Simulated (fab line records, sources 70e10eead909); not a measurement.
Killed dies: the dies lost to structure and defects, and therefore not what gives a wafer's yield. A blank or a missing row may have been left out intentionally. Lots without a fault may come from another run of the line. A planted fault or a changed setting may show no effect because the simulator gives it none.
What tool caused it? / flow nand harc / 11 lots, 33 wafers sampled, at 4 steps of a route of 1302

== WHAT THE GAUGES SHOWED, per wafer ==
Not one reading of a measure or inspect step in the record can be checked against a usual standard deviation.

== WHAT TOOL EACH LOT RAN ON (gives the tool, then ch and the chambers of the sampled wafers, and finally the start) ==
lot=L175; NHARC_A_CHANNEL_HOLE_D1_ETCH_26=har etch-01 ch 0,1, day 8 11:41; NHARC_A_CHANNEL_HOLE_D1_ETCH_44=rie diel-11 ch 0,1,2, day 8 12:40; NHARC_A_CHANNEL_FILL_D1_ETCHBACK_19=rie si-06 ch 0,3, day 9 16:01; NHARC_A_DECK1_JOINT_ETCHBACK_00=rie si-05 ch 0,2, day 11 05:23
lot=L176; NHARC_A_CHANNEL_HOLE_D1_ETCH_26=har etch-02 ch 0,1, day 8 23:53; NHARC_A_CHANNEL_HOLE_D1_ETCH_44=rie diel-11 ch 0,1,3, day 9 00:58; NHARC_A_CHANNEL_FILL_D1_ETCHBACK_19=rie si-02 ch 0,1, day 10 02:56; NHARC_A_DECK1_JOINT_ETCHBACK_00=rie si-05 ch 0,3, day 11 13:42
lot=L177; NHARC_A_CHANNEL_HOLE_D1_ETCH_26=har etch-01 ch 0,1, day 9 22:40; NHARC_A_CHANNEL_HOLE_D1_ETCH_44=rie diel-05 ch 2,3, day 9 23:37; NHARC_A_CHANNEL_FILL_D1_ETCHBACK_19=rie si-02 ch 0,2,3, day 11 02:39; NHARC_A_DECK1_JOINT_ETCHBACK_00=rie si-04 ch 1,2,3, day 12 13:26
lot=L182; NHARC_A_CHANNEL_HOLE_D1_ETCH_26=har etch-02 ch 0,1, day 11 10:04; NHARC_A_CHANNEL_HOLE_D1_ETCH_44=rie diel-11 ch 0,2,3, day 11 10:56; NHARC_A_CHANNEL_FILL_D1_ETCHBACK_19=rie si-02 ch 0,3, day 12 10:59; NHARC_A_DECK1_JOINT_ETCHBACK_00=rie si-03 ch 0,1, day 13 21:22
lot=L183; NHARC_A_CHANNEL_HOLE_D1_ETCH_26=har etch-01 ch 0,1, day 12 09:11; NHARC_A_CHANNEL_HOLE_D1_ETCH_44=rie diel-11 ch 0,1,2, day 12 10:08; NHARC_A_CHANNEL_FILL_D1_ETCHBACK_19=rie si-02 ch 0,1,2, day 13 12:45; NHARC_A_DECK1_JOINT_ETCHBACK_00=rie si-04 ch 0,2,3, day 15 02:35
lot=L184; NHARC_A_CHANNEL_HOLE_D1_ETCH_26=har etch-02 ch 0,1, day 12 10:48; NHARC_A_CHANNEL_HOLE_D1_ETCH_44=rie diel-11 ch 0,1,2, day 12 11:43; NHARC_A_CHANNEL_FILL_D1_ETCHBACK_19=rie si-06 ch 0,1, day 13 12:45; NHARC_A_DECK1_JOINT_ETCHBACK_00=rie si-05 ch 0,1,3, day 15 02:36
lot=L186; NHARC_A_CHANNEL_HOLE_D1_ETCH_26=har etch-02 ch 0,1, day 13 11:36; NHARC_A_CHANNEL_HOLE_D1_ETCH_44=rie diel-11 ch 1,2,3, day 13 12:31; NHARC_A_CHANNEL_FILL_D1_ETCHBACK_19=rie si-02 ch 1,2, day 14 14:55; NHARC_A_DECK1_JOINT_ETCHBACK_00=rie si-03 ch 0,1,2, day 16 01:52
lot=L191; NHARC_A_CHANNEL_HOLE_D1_ETCH_26=har etch-01 ch 0,1, day 15 08:38; NHARC_A_CHANNEL_HOLE_D1_ETCH_44=rie diel-05 ch 0,3, day 15 09:38; NHARC_A_CHANNEL_FILL_D1_ETCHBACK_19=rie si-06 ch 0,1,2, day 16 10:46; NHARC_A_DECK1_JOINT_ETCHBACK_00=rie si-05 ch 0,2,3, day 17 21:19
lot=L197; NHARC_A_CHANNEL_HOLE_D1_ETCH_26=har etch-01 ch 0,1, day 17 17:11; NHARC_A_CHANNEL_HOLE_D1_ETCH_44=rie diel-11 ch 0,2,3, day 17 18:08; NHARC_A_CHANNEL_FILL_D1_ETCHBACK_19=rie si-02 ch 0,2,3, day 18 19:23; NHARC_A_DECK1_JOINT_ETCHBACK_00=rie si-03 ch 1,2, day 20 10:49
lot=L196; NHARC_A_CHANNEL_HOLE_D1_ETCH_26=har etch-02 ch 0,1, day 17 20:43; NHARC_A_CHANNEL_HOLE_D1_ETCH_44=rie diel-11 ch 1,3, day 17 21:38; NHARC_A_CHANNEL_FILL_D1_ETCHBACK_19=rie si-01 ch 1,3, day 18 23:44; NHARC_A_DECK1_JOINT_ETCHBACK_00=rie si-04 ch 1,2,3, day 20 10:47
lot=L198; NHARC_A_CHANNEL_HOLE_D1_ETCH_26=har etch-02 ch 0,1, day 18 05:02; NHARC_A_CHANNEL_HOLE_D1_ETCH_44=rie diel-11 ch 0,1, day 18 05:57; NHARC_A_CHANNEL_FILL_D1_ETCHBACK_19=rie si-02 ch 1,2,3, day 19 08:56; NHARC_A_DECK1_JOINT_ETCHBACK_00=rie si-04 ch 0,2,3, day 21 00:33
- NHARC_A_CHANNEL_HOLE_D1_ETCH_26: etches the open film in C4F8/O2/Ar, time 224.1 s, target depth 300 nm.
- NHARC_A_CHANNEL_HOLE_D1_ETCH_44: etches the open film in CF4/O2, target depth 140 nm, overetch 14 nm, time 77 s.
- NHARC_A_CHANNEL_FILL_D1_ETCHBACK_19: etches the open film in HBr/Cl2, target depth 5 nm, time 1.7 s.
- NHARC_A_DECK1_JOINT_ETCHBACK_00: etches the open film in HBr, target depth 30 nm, time 17.4 s.

== WHAT THE TOOLS THEMSELVES READ (means of the sampled wafers that have a number; where no wafer has one, the mark that the record gives instead) ==
NHARC_A_CHANNEL_HOLE_D1_ETCH_26. Usual: bias v 300.0 V, standard deviation 2.7; c4f8 flow sccm 11.40 sccm, standard deviation 0.032; drypump motor current A 5.6 A, standard deviation 0.46; showerhead plenum p Torr 3.65 Torr, standard deviation 0.14; throttle valve pct 24.586 %, standard deviation 0.0099.
lot=L175; tool=har etch-01; bias v (V)=300.8; c4f8 flow sccm (sccm)=11.41; drypump motor current A (A)=6.0; showerhead plenum p Torr (Torr)=3.71; throttle valve pct (%)=24.584; flag=
lot=L176; tool=har etch-02; bias v (V)=300.7; c4f8 flow sccm (sccm)=11.39; drypump motor current A (A)=5.1; showerhead plenum p Torr (Torr)=3.63; throttle valve pct (%)=24.582; flag=
lot=L177; tool=har etch-01; bias v (V)=297.9; c4f8 flow sccm (sccm)=11.39; drypump motor current A (A)=6.0; showerhead plenum p Torr (Torr)=3.71; throttle valve pct (%)=24.586; flag=
lot=L182; tool=har etch-02; bias v (V)=299.8; c4f8 flow sccm (sccm)=11.41; drypump motor current A (A)=5.2; showerhead plenum p Torr (Torr)=3.61; throttle valve pct (%)=24.582; flag=
lot=L183; tool=har etch-01; bias v (V)=301.0; c4f8 flow sccm (sccm)=11.40; drypump motor current A (A)=6.0; showerhead plenum p Torr (Torr)=3.69; throttle valve pct (%)=24.576; flag=
lot=L184; tool=har etch-02; bias v (V)=300.5; c4f8 flow sccm (sccm)=11.40; drypump motor current A (A)=5.3; showerhead plenum p Torr (Torr)=3.52; throttle valve pct (%)=24.576; flag=
lot=L186; tool=har etch-02; bias v (V)=299.2; c4f8 flow sccm (sccm)=11.42; drypump motor current A (A)=5.3; showerhead plenum p Torr (Torr)=3.51; throttle valve pct (%)=24.600; flag=
lot=L191; tool=har etch-01; bias v (V)=302.1; c4f8 flow sccm (sccm)=11.40; drypump motor current A (A)=5.7; showerhead plenum p Torr (Torr)=3.59; throttle valve pct (%)=24.584; flag=
lot=L197; tool=har etch-01; bias v (V)=300.9; c4f8 flow sccm (sccm)=11.39; drypump motor current A (A)=5.7; showerhead plenum p Torr (Torr)=3.57; throttle valve pct (%)=24.579; flag=
lot=L196; tool=har etch-02; bias v (V)=301.7; c4f8 flow sccm (sccm)=11.44; drypump motor current A (A)=5.3; showerhead plenum p Torr (Torr)=3.87; throttle valve pct (%)=24.591; flag=
lot=L198; tool=har etch-02; bias v (V)=300.7; c4f8 flow sccm (sccm)=11.40; drypump motor current A (A)=5.3; showerhead plenum p Torr (Torr)=3.87; throttle valve pct (%)=24.590; flag=

NHARC_A_CHANNEL_HOLE_D1_ETCH_44. Usual: drypump motor current A 5.7 A, standard deviation 0.36; oes product au 1.000 a.u., standard deviation 0.011; rf vpp V 197.7 V, standard deviation 1.2; showerhead plenum p Torr 1.33 Torr, standard deviation 0.042; throttle valve pct 13.397 %, standard deviation 0.0089.
lot=L175; tool=rie diel-11; drypump motor current A (A)=5.6; oes product au (a.u.)=1.005; rf vpp V (V)=198.3; showerhead plenum p Torr (Torr)=1.35; throttle valve pct (%)=13.396; flag=
lot=L176; tool=rie diel-11; drypump motor current A (A)=5.7; oes product au (a.u.)=1.000; rf vpp V (V)=198.0; showerhead plenum p Torr (Torr)=1.34; throttle valve pct (%)=13.393; flag=
lot=L177; tool=rie diel-05; drypump motor current A (A)=6.3; oes product au (a.u.)=1.015; rf vpp V (V)=195.7; showerhead plenum p Torr (Torr)=1.26; throttle valve pct (%)=13.398; flag=
lot=L182; tool=rie diel-11; drypump motor current A (A)=5.4; oes product au (a.u.)=1.008; rf vpp V (V)=197.6; showerhead plenum p Torr (Torr)=1.33; throttle valve pct (%)=13.391; flag=
lot=L183; tool=rie diel-11; drypump motor current A (A)=5.6; oes product au (a.u.)=0.997; rf vpp V (V)=197.5; showerhead plenum p Torr (Torr)=1.35; throttle valve pct (%)=13.396; flag=
lot=L184; tool=rie diel-11; drypump motor current A (A)=5.6; oes product au (a.u.)=1.004; rf vpp V (V)=197.7; showerhead plenum p Torr (Torr)=1.35; throttle valve pct (%)=13.394; flag=
lot=L186; tool=rie diel-11; drypump motor current A (A)=5.5; oes product au (a.u.)=1.004; rf vpp V (V)=197.9; showerhead plenum p Torr (Torr)=1.36; throttle valve pct (%)=13.395; flag=
lot=L191; tool=rie diel-05; drypump motor current A (A)=6.0; oes product au (a.u.)=1.004; rf vpp V (V)=196.3; showerhead plenum p Torr (Torr)=1.29; throttle valve pct (%)=13.402; flag=
lot=L197; tool=rie diel-11; drypump motor current A (A)=5.4; oes product au (a.u.)=0.997; rf vpp V (V)=198.2; showerhead plenum p Torr (Torr)=1.32; throttle valve pct (%)=13.399; flag=
lot=L196; tool=rie diel-11; drypump motor current A (A)=5.5; oes product au (a.u.)=1.009; rf vpp V (V)=198.4; showerhead plenum p Torr (Torr)=1.35; throttle valve pct (%)=13.391; flag=
lot=L198; tool=rie diel-11; drypump motor current A (A)=5.8; oes product au (a.u.)=0.999; rf vpp V (V)=198.1; showerhead plenum p Torr (Torr)=1.35; throttle valve pct (%)=13.397; flag=

NHARC_A_CHANNEL_FILL_D1_ETCHBACK_19. Usual: drypump motor current A 5.7 A, standard deviation 0.64; hbr flow sccm 150.0 sccm, standard deviation 0.42; oes product au 1.001 a.u., standard deviation 0.012; throttle valve pct 26.406 %, standard deviation 0.0089.
lot=L175; tool=rie si-06; drypump motor current A (A)=5.1; hbr flow sccm (sccm)=149.7; oes product au (a.u.)=1.003; throttle valve pct (%)=26.408; flag=
lot=L176; tool=rie si-02; drypump motor current A (A)=5.3; hbr flow sccm (sccm)=150.0; oes product au (a.u.)=0.999; throttle valve pct (%)=26.419; flag=
lot=L177; tool=rie si-02; drypump motor current A (A)=5.4; hbr flow sccm (sccm)=150.4; oes product au (a.u.)=0.998; throttle valve pct (%)=26.400; flag=
lot=L182; tool=rie si-02; drypump motor current A (A)=5.1; hbr flow sccm (sccm)=149.7; oes product au (a.u.)=0.998; throttle valve pct (%)=26.412; flag=
lot=L183; tool=rie si-02; drypump motor current A (A)=5.5; hbr flow sccm (sccm)=150.1; oes product au (a.u.)=1.003; throttle valve pct (%)=26.397; flag=
lot=L184; tool=rie si-06; drypump motor current A (A)=5.3; hbr flow sccm (sccm)=149.6; oes product au (a.u.)=1.004; throttle valve pct (%)=26.418; flag=
lot=L186; tool=rie si-02; drypump motor current A (A)=5.5; hbr flow sccm (sccm)=149.6; oes product au (a.u.)=1.010; throttle valve pct (%)=26.401; flag=
lot=L191; tool=rie si-06; drypump motor current A (A)=6.0; hbr flow sccm (sccm)=149.8; oes product au (a.u.)=1.011; throttle valve pct (%)=26.400; flag=
lot=L197; tool=rie si-02; drypump motor current A (A)=5.4; hbr flow sccm (sccm)=149.9; oes product au (a.u.)=0.993; throttle valve pct (%)=26.414; flag=
lot=L196; tool=rie si-01; drypump motor current A (A)=5.9; hbr flow sccm (sccm)=150.1; oes product au (a.u.)=1.004; throttle valve pct (%)=26.406; flag=
lot=L198; tool=rie si-02; drypump motor current A (A)=5.5; hbr flow sccm (sccm)=150.0; oes product au (a.u.)=1.000; throttle valve pct (%)=26.414; flag=

NHARC_A_DECK1_JOINT_ETCHBACK_00. Usual: drypump motor current A 5.8 A, standard deviation 0.45; hbr flow sccm 150.0 sccm, standard deviation 0.49; oes product au 1.000 a.u., standard deviation 0.011; throttle valve pct 23.266 %, standard deviation 0.0089.
lot=L175; tool=rie si-05; drypump motor current A (A)=5.9; hbr flow sccm (sccm)=149.2; oes product au (a.u.)=0.994; throttle valve pct (%)=23.262; flag=
lot=L176; tool=rie si-05; drypump motor current A (A)=5.3; hbr flow sccm (sccm)=150.2; oes product au (a.u.)=0.983; throttle valve pct (%)=23.265; flag=
lot=L177; tool=rie si-04; drypump motor current A (A)=5.9; hbr flow sccm (sccm)=150.3; oes product au (a.u.)=0.997; throttle valve pct (%)=23.267; flag=
lot=L182; tool=rie si-03; drypump motor current A (A)=5.5; hbr flow sccm (sccm)=150.5; oes product au (a.u.)=1.009; throttle valve pct (%)=23.268; flag=
lot=L183; tool=rie si-04; drypump motor current A (A)=6.1; hbr flow sccm (sccm)=149.6; oes product au (a.u.)=0.999; throttle valve pct (%)=23.264; flag=
lot=L184; tool=rie si-05; drypump motor current A (A)=5.3; hbr flow sccm (sccm)=150.3; oes product au (a.u.)=1.001; throttle valve pct (%)=23.278; flag=
lot=L186; tool=rie si-03; drypump motor current A (A)=5.3; hbr flow sccm (sccm)=150.3; oes product au (a.u.)=0.999; throttle valve pct (%)=23.258; flag=
lot=L191; tool=rie si-05; drypump motor current A (A)=5.7; hbr flow sccm (sccm)=150.2; oes product au (a.u.)=1.076; throttle valve pct (%)=23.255; flag=OFF
lot=L197; tool=rie si-03; drypump motor current A (A)=5.5; hbr flow sccm (sccm)=149.7; oes product au (a.u.)=1.001; throttle valve pct (%)=23.268; flag=
lot=L196; tool=rie si-04; drypump motor current A (A)=5.9; hbr flow sccm (sccm)=150.1; oes product au (a.u.)=1.010; throttle valve pct (%)=23.269; flag=
lot=L198; tool=rie si-04; drypump motor current A (A)=6.1; hbr flow sccm (sccm)=149.7; oes product au (a.u.)=0.999; throttle valve pct (%)=23.275; flag=

== THE ANSWER, worked out from the rows above alone ==
Rule: take the mean of a lot's wafers that have a number; if it is more than 3 standard deviations from the usual mean, the lot is off. Also off: a lot with no number at a reading for which 4 or more lots have one. Where the step has rows for the other lots, those lots are counted as sound. The gauges are gone through in route order, then the tools' own readings, and for those a lot's mean is taken as printed above. The first step at which some lot is off is used, and at that step the reading that is off furthest; a lot without a number counts as furthest.
Off: L191 (NHARC_A_DECK1_JOINT_ETCHBACK_00, oes product au).
If a tool, at that step or one of the process steps before it, ran each lot that is off and ran no sound lot following the first of them, it fits. Can't be told from this: 3 tools fit, rie diel-05 at NHARC_A_CHANNEL_HOLE_D1_ETCH_44, rie si-06 at NHARC_A_CHANNEL_FILL_D1_ETCHBACK_19, rie si-05 at NHARC_A_DECK1_JOINT_ETCHBACK_00.

== WHAT THE SIMULATOR HAD INSERTED ==
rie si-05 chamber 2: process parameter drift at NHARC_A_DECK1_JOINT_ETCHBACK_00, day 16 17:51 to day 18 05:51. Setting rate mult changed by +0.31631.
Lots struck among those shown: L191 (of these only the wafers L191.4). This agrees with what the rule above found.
